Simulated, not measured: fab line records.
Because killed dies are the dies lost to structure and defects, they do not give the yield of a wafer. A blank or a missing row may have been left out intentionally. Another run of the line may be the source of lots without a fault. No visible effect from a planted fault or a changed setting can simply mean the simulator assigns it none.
Chamber matching | flow nandHarc | NHARC_A_CONTACT_ETCH_49 on rieDiel-02: 4 sister chambers
The step etches the open film in N2/H2, target depth 260 nm, time 475.3 s. 8 wafers are shown with their chamber, then 6 later ones without.

## WAFERS PAIRED WITH THEIR CHAMBERS
wafer  | chamber | showerheadPlenumPTorr (Torr) | drypumpMotorCurrentA (A)
L666.3 | 2       | 2.01                         | 5.3
L669.3 | 2       | 2.01                         | 5.4
L667.3 | 0       | 2.10                         | 4.7
L668.1 | 3       | 1.97                         | 5.7
L668.2 | 1       | 2.01                         | 5.3
L668.3 | 0       | 2.10                         | 4.7
L672.1 | 3       | 1.96                         | 5.7
L672.2 | 1       | 2.01                         | 5.4

## WAFERS WITHOUT THEIR CHAMBER
wafer  | showerheadPlenumPTorr (Torr) | drypumpMotorCurrentA (A)
L672.4 | 2.01                         | 5.3
L673.3 | 1.96                         | 5.7
L673.5 | 2.10                         | 4.7
L673.6 | 1.96                         | 5.7
L678.1 | 1.96                         | 5.7
L678.3 | 2.00                         | 5.4

## THE CHAMBER EACH PASSED THROUGH
wafer  | from the rows above     | in truth
L672.4 | can't be placed: 1 or 2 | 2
L673.3 | 3                       | 3
L673.5 | 0                       | 0
L673.6 | 3                       | 3
L678.1 | 3                       | 3
L678.3 | can't be placed: 1 or 2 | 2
Correct placement for 4 of the 6. Unplaceable from these rows: 2, with the true chamber sitting among the candidates in 2. 0 placed wrongly.
How it was worked out, from the rows above alone: a wafer's distance from a chamber is the root of the sum, over the readings, of the square of ((its reading less the chamber's mean) divided by the reading's scatter). The wafer belongs to the nearest chamber; if the next one is less than 2 further off, it can't be placed. The mean given for a chamber averages the wafers shown for that chamber. The scatter: the root of (the sum of the squares of (reading less its chamber's mean) over the shown wafers, divided by (wafers less chambers)).
